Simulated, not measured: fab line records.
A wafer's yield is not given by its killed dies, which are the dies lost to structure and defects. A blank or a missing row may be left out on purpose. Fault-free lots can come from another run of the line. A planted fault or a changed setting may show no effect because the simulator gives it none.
Which tool did it?	flow n5Finfet	39 wafers from 14 lots sampled at 7 of the route's 1938 steps

WHAT EACH GAUGE READ, for each wafer
N5_BEOL_M2_THK_MEAS_53: measures by xrf.
lot	measured	on	M2_THK (nm)
L617	day 6 21:22	filmMetro-01	40.6 39.6
L619	day 7 01:41	filmMetro-02	40.4 38.3
L620	day 7 12:47	filmMetro-01	37.6 40.8 39.5
L621	day 7 19:04	filmMetro-02	39.7 41.2 40.1
L622	day 8 04:19	filmMetro-01	37.9 39.7 38.6
L623	day 8 04:36	filmMetro-02	39.1 37.6 36.2
L626	day 8 18:56	filmMetro-02	39.1 40.6 40.1
L627	day 8 23:07	filmMetro-01	41.6 42.2 42.0
L628	day 9 10:26	filmMetro-01	41.0 43.2 39.2
L634	day 10 18:34	filmMetro-02	41.7 41.6 40.8
L632	day 10 22:55	filmMetro-02	38.6 38.1 36.9
L638	day 11 23:12	filmMetro-02	39.0 41.1
L639	day 12 11:38	filmMetro-01	41.0 40.2 40.1
L640	day 12 14:50	filmMetro-01	41.9 38.4 37.4

N5_BEOL_M3_CD_MEAS_18: pitch 36 nm, target cd 18 nm.
lot	measured	on	cdNm (nm)
L617	day 6 23:23	cdSem-03	18.2 18.0
L619	day 7 05:43	cdSem-01	17.6 18.1
L620	day 7 15:46	cdSem-03	18.0 18.2 18.0
L621	day 7 21:07	cdSem-03	18.4 18.2 17.9
L622	day 8 05:52	cdSem-01	17.8 18.3 17.6
L623	day 8 06:47	cdSem-02	17.4 17.9 18.1
L626	day 8 21:27	cdSem-02	18.0 17.8 18.3
L627	day 9 01:43	cdSem-01	17.9 17.8 18.1
L628	day 9 13:35	cdSem-02	18.1 18.0 18.6
L634	day 10 20:50	cdSem-01	- - -
L632	day 11 02:18	cdSem-03	- - -
L638	day 12 01:47	cdSem-02	18.1 17.5
L639	day 12 13:38	cdSem-03	17.8 17.3 17.1
L640	day 12 17:06	cdSem-01	17.5 18.2 17.8

N5_BEOL_M4_RC_MEAS_101.
lot	measured	on	DIBL_N (mV/V)	DIBL_P (mV/V)	IOFF_N (nA/um)	IOFF_P (nA/um)	ION_N (uA/um)	ION_P (uA/um)	SS_N (mV/dec)	SS_P (mV/dec)	VT_N (mV)	VT_P (mV)
L617	day 7 13:00	prober-02	36.6 34.4	35.7 33.3	0.16 0.13	0.23 0.19	678 683	469 473	72.4 71.6	73.7 73.3	250 252	-252 -250
L619	day 7 19:15	prober-02	33.4 35.0	33.4 36.1	0.12 0.15	0.15 0.20	664 661	452 453	70.8 71.6	72.9 73.3	258 249	-254 -251
L620	day 8 12:02	prober-01	37.1 34.0 35.2	37.1 33.1 35.2	0.18 0.12 0.15	0.21 0.16 0.18	673 648 679	458 447 456	72.1 71.8 72.0	74.2 72.7 73.1	248 254 250	-250 -255 -254
L621	day 8 17:03	prober-02	36.0 38.8 38.9	35.8 39.2 39.4	0.14 0.20 0.19	0.22 0.28 0.28	661 679 675	460 467 473	72.0 71.9 72.2	73.4 74.3 74.7	255 249 248	-250 -244 -244
L622	day 8 20:27	prober-01	34.0 35.5 32.7	34.1 35.7 32.4	0.12 0.15 0.11	0.20 0.21 0.18	665 666 669	465 461 468	70.5 70.8 70.6	73.1 73.2 72.9	253 251 256	-249 -247 -252
L623	day 9 00:52	prober-01	39.4 39.9 40.0	39.1 40.1 39.6	0.25 0.24 0.26	0.27 0.28 0.28	681 683 683	460 461 464	72.0 72.9 72.5	74.2 74.2 73.5	244 245 246	-247 -247 -248
L626	day 9 14:40	prober-02	34.8 36.3 37.1	35.7 37.0 38.3	0.14 0.16 0.18	0.18 0.19 0.22	652 679 665	452 461 455	70.9 71.2 71.7	72.8 73.4 74.2	247 250 246	-252 -254 -250
L627	day 9 19:12	prober-01	34.6 36.0 35.9	34.2 36.7 36.5	0.14 0.18 0.17	0.17 0.20 0.20	675 683 694	458 469 469	71.9 71.6 72.3	73.1 73.8 74.3	252 249 249	-255 -251 -252
L628	day 10 06:25	prober-01	35.0 37.7 36.8	33.8 36.7 34.5	0.13 0.19 0.15	0.17 0.21 0.18	672 676 661	456 456 453	70.8 72.4 71.7	72.5 73.1 72.5	256 249 253	-254 -251 -254
L638	day 12 17:08	prober-01	36.8 38.1	35.2 37.4	0.15 0.17	0.19 0.21	667 689	454 464	71.3 71.6	73.0 74.0	253 246	-254 -253
L639	day 13 07:39	prober-01	34.2 37.2 36.9	32.7 37.0 36.4	0.10 0.15 0.14	0.14 0.19 0.19	656 667 666	455 456 463	70.4 71.2 71.6	71.8 72.6 72.9	257 251 252	-254 -253 -255
L640	day 13 10:01	prober-01	37.9 39.1 39.1	38.5 41.1 41.7	0.19 0.23 0.25	0.23 0.28 0.29	687 697 708	466 472 478	71.7 73.3 72.5	74.6 74.0 74.3	248 245 243	-249 -248 -248

EACH LOT AND THE TOOL THAT RAN IT (in order: tool; ch and the chambers of the sampled wafers; start)
lot	N5_BEOL_M3_ILD_DEP_00	N5_BEOL_M3_DESCUM_16	N5_BEOL_M3_ETCH_63	N5_BEOL_M3_ETCH_64
L617	pecvd-04 ch 0,2, day 6 21:42	rieDiel-05 ch 0,2, day 6 22:58	rieDiel-05 ch 0,2, day 6 23:01	rieDiel-05 ch 0,2, day 6 23:02
L619	pecvd-04 ch 0,1, day 7 02:00	rieDiel-01 ch 0,3, day 7 05:17	rieDiel-01 ch 0,3, day 7 05:20	rieDiel-01 ch 0,3, day 7 05:22
L620	pecvd-03 ch 1,2, day 7 13:07	rieDiel-01 ch 1,2, day 7 15:20	rieDiel-01 ch 1,2, day 7 15:23	rieDiel-01 ch 1,2, day 7 15:25
L621	pecvd-02 ch 0,1,2, day 7 19:23	rieDiel-05 ch 0,2,3, day 7 20:37	rieDiel-05 ch 0,2,3, day 7 20:41	rieDiel-05 ch 0,2,3, day 7 20:42
L622	pecvd-02 ch 0,1, day 8 04:38	rieDiel-05 ch 0,1,2, day 8 05:26	rieDiel-05 ch 0,1,2, day 8 05:29	rieDiel-05 ch 0,1,2, day 8 05:31
L623	pecvd-02 ch 0,2, day 8 04:56	rieDiel-05 ch 0,2,3, day 8 06:21	rieDiel-05 ch 0,2,3, day 8 06:24	rieDiel-05 ch 0,2,3, day 8 06:26
L626	pecvd-03 ch 0,1, day 8 19:19	rieDiel-03 ch 1,2,3, day 8 21:02	rieDiel-03 ch 1,2,3, day 8 21:05	rieDiel-03 ch 1,2,3, day 8 21:09
L627	pecvd-04 ch 1,2, day 8 23:26	rieDiel-05 ch 2,3, day 9 01:13	rieDiel-05 ch 2,3, day 9 01:16	rieDiel-05 ch 2,3, day 9 01:18
L628	pecvd-04 ch 0,1,2, day 9 10:46	rieDiel-05 ch 1,2,3, day 9 13:07	rieDiel-05 ch 1,2,3, day 9 13:10	rieDiel-05 ch 1,2,3, day 9 13:11
L634	pecvd-02 ch 0,1,2, day 10 18:53	rieDiel-05 ch 1,2,3, day 10 20:25	rieDiel-05 ch 1,2,3, day 10 20:28	rieDiel-05 ch 1,2,3, day 10 20:29
L632	pecvd-04 ch 0,1, day 10 23:14	rieDiel-05 ch 2,3, day 11 01:53	rieDiel-05 ch 2,3, day 11 01:56	rieDiel-05 ch 2,3, day 11 01:58
L638	pecvd-04 ch 1,2, day 11 23:31	rieDiel-01 ch 2,3, day 12 01:19	rieDiel-01 ch 2,3, day 12 01:22	rieDiel-01 ch 2,3, day 12 01:24
L639	pecvd-04 ch 1,2, day 12 11:58	rieDiel-03 ch 0,1,2, day 12 13:09	rieDiel-03 ch 0,1,2, day 12 13:12	rieDiel-03 ch 0,1,2, day 12 13:14
L640	pecvd-02 ch 0,1,2, day 12 15:09	rieDiel-03 ch 0,2,3, day 12 16:31	rieDiel-03 ch 0,2,3, day 12 16:34	rieDiel-03 ch 0,2,3, day 12 16:36
- N5_BEOL_M3_ILD_DEP_00: deposits SiOC from DEMS/O2, target thk 79 nm, time 15.3 s.
- N5_BEOL_M3_DESCUM_16: chemistry O2, time 7 s.
- N5_BEOL_M3_ETCH_63: etches SiARC in CF4, target depth 15.6 nm, time 26 s.
- N5_BEOL_M3_ETCH_64: etches SOC in N2/H2, target depth 75 nm, overetch 15 nm, time 112.5 s.

WHAT THE TOOLS THEMSELVES READ (means of the sampled wafers that have a number; where no wafer has one, the mark that the record gives instead)
N5_BEOL_M3_ILD_DEP_00.
lot	tool	heaterPowerOuterW (W)	heaterPowerW (W)	showerheadPlenumPTorr (Torr)	throttleValvePct (%)
L617	pecvd-04	244	458	5.684	11.4
L619	pecvd-04	280	480	5.684	12.9
L620	pecvd-03	278	523	5.679	11.8
L621	pecvd-02	271	509	5.695	12.1
L622	pecvd-02	310	581	5.682	11.9
L623	pecvd-02	259	462	5.689	12.1
L626	pecvd-03	289	551	5.685	12.4
L627	pecvd-04	326	567	5.695	12.8
L628	pecvd-04	286	504	5.685	12.2
L634	pecvd-02	270	504	5.693	11.6
L632	pecvd-04	254	460	5.676	12.7
L638	pecvd-04	269	494	5.697	12.2
L639	pecvd-04	298	540	5.693	12.0
L640	pecvd-02	262	495	5.687	11.8

N5_BEOL_M3_DESCUM_16.
lot	tool	drypumpMotorCurrentA (A)	oesProductAu (a.u.)	rfVppV (V)	showerheadPlenumPTorr (Torr)	tempC (C)	throttleValvePct (%)
L617	rieDiel-05	6.2	0.79	243.4	2.08	40.06	20.24
L619	rieDiel-01	5.2	0.78	242.4	2.06	39.92	20.43
L620	rieDiel-01	5.3	0.75	242.9	2.08	39.92	20.72
L621	rieDiel-05	6.0	0.76	243.0	2.11	39.96	20.26
L622	rieDiel-05	6.1	0.81	243.9	2.12	40.00	20.21
L623	rieDiel-05	6.0	0.76	242.8	2.11	39.88	20.27
L626	rieDiel-03	5.5	0.79	242.9	2.07	40.11	20.42
L627	rieDiel-05	6.5	0.77	243.9	2.19	40.09	20.08
L628	rieDiel-05	6.2	0.77	245.1	2.19	40.03	20.15
L634	rieDiel-05	6.2	0.76	244.0	2.19	40.03	20.16
L632	rieDiel-05	6.1	0.72	244.8	2.18	39.95	20.22
L638	rieDiel-01	5.2	0.82	241.8	2.01	39.97	20.45
L639	rieDiel-03	5.7	0.76	242.2	2.04	39.95	20.49
L640	rieDiel-03	5.5	0.80	242.9	2.08	40.09	20.44

N5_BEOL_M3_ETCH_63.
lot	tool	biasW (W)	cf4FlowSccm (sccm)	drypumpMotorCurrentA (A)	etchRfOnTimeS (s)	oesProductAu (a.u.)	rfVppV (V)	showerheadPlenumPTorr (Torr)	throttleValvePct (%)
L617	rieDiel-05	35.95	100.32	6.2	25.2	0.69	183.3	2.12	15.32
L619	rieDiel-01	36.12	99.84	5.1	25.7	0.68	183.6	2.10	15.56
L620	rieDiel-01	35.97	100.10	5.3	26.0	0.65	183.7	2.14	15.93
L621	rieDiel-05	36.00	100.06	6.0	25.5	0.66	183.9	2.14	15.36
L622	rieDiel-05	36.09	99.83	6.1	25.3	0.70	183.7	2.16	15.36
L623	rieDiel-05	35.99	99.71	6.0	25.5	0.66	184.0	2.14	15.37
L626	rieDiel-03	36.02	99.94	5.5	25.9	0.67	185.1	2.12	15.58
L627	rieDiel-05	36.04	99.89	6.4	25.3	0.67	185.2	2.22	15.24
L628	rieDiel-05	35.95	99.91	6.2	25.8	0.67	185.9	2.23	15.32
L634	rieDiel-05	-	-	-	-	-	-	-	-
L632	rieDiel-05	-	-	-	-	-	-	-	-
L638	rieDiel-01	36.08	100.02	5.2	25.8	0.71	184.1	2.08	15.68
L639	rieDiel-03	35.88	100.15	5.7	26.5	0.64	183.2	2.09	15.66
L640	rieDiel-03	36.06	100.14	5.4	26.1	0.68	184.6	2.13	15.57

N5_BEOL_M3_ETCH_64.
lot	tool	biasW (W)	chamberPressureMTorr (mTorr)	drypumpMotorCurrentA (A)	oesProductAu (a.u.)	rfVppV (V)	showerheadPlenumPTorr (Torr)	tempC (C)	throttleValvePct (%)
L617	rieDiel-05	150.1	29.962	6.2	0.64	524	2.52	39.96	17.58
L619	rieDiel-01	149.9	30.011	5.2	0.63	522	2.52	39.95	17.94
L620	rieDiel-01	150.1	29.990	5.3	0.60	523	2.54	40.03	18.15
L621	rieDiel-05	150.2	30.010	6.1	0.61	524	2.54	40.01	17.53
L622	rieDiel-05	149.9	30.003	6.2	0.63	525	2.57	40.19	17.60
L623	rieDiel-05	150.2	29.973	6.1	0.60	524	2.54	40.04	17.54
L626	rieDiel-03	149.5	30.003	5.5	0.62	523	2.51	40.01	17.75
L627	rieDiel-05	149.8	30.016	6.5	0.61	527	2.65	39.99	17.44
L628	rieDiel-05	149.6	30.010	6.2	0.62	526	2.66	40.03	17.49
L634	rieDiel-05	149.8	30.011	6.2	0.29	527	2.65	40.03	17.47
L632	rieDiel-05	149.5	30.008	6.1	0.27	527	2.62	39.97	17.40
L638	rieDiel-01	149.9	30.023	5.2	0.66	520	2.46	40.02	17.95
L639	rieDiel-03	149.4	30.023	5.7	0.61	522	2.48	39.86	17.86
L640	rieDiel-03	149.9	29.996	5.5	0.63	523	2.51	40.12	17.73

THE ANSWER, worked out from the rows above alone
Rule: the lots themselves supply what counts as usual. Put in order of their means at a reading, lots are off if they are a third of the lots or fewer, leave a main group of 4 or more, and stand apart from it by a gap of 3 or more times the standard deviation of the main group's means; of several such gaps the widest counts. Not used: any main group whose means are identical at the precision the tables above print for the reading. A lot without any number at a reading at which 4 lots or more have one is off too. Where the step has rows for the other lots, those lots are counted as sound. After the gauges, taken in route order, come the tools' own readings; for these a lot's mean is taken, as printed above. At the first step where some lot is off, the reading lying furthest off is the one used; lots without a number count as furthest.
Off: L634, L632, at N5_BEOL_M3_CD_MEAS_18 (cdNm). Without a number there: L634, L632. Main group: mean 17.9 nm, sd 0.21.
If a tool, at a process step before that reading, ran all the lots that are off and no sound lot after the first of them, it fits. The gauges at N5_BEOL_M3_CD_MEAS_18 aren't tried: what is off there is off at N5_BEOL_M3_ETCH_63 too, on other tools, and a gauge's error can't cause that. One fits: N5_BEOL_M3_DESCUM_16 and N5_BEOL_M3_ETCH_63 and N5_BEOL_M3_ETCH_64 on rieDiel-05. At N5_BEOL_M3_DESCUM_16 its last sound lot is L628 (day 9 13:07), its first lot that is off L634 (day 10 20:25): a fault that began between those two fits.

WHAT THE SIMULATOR HAD PUT IN
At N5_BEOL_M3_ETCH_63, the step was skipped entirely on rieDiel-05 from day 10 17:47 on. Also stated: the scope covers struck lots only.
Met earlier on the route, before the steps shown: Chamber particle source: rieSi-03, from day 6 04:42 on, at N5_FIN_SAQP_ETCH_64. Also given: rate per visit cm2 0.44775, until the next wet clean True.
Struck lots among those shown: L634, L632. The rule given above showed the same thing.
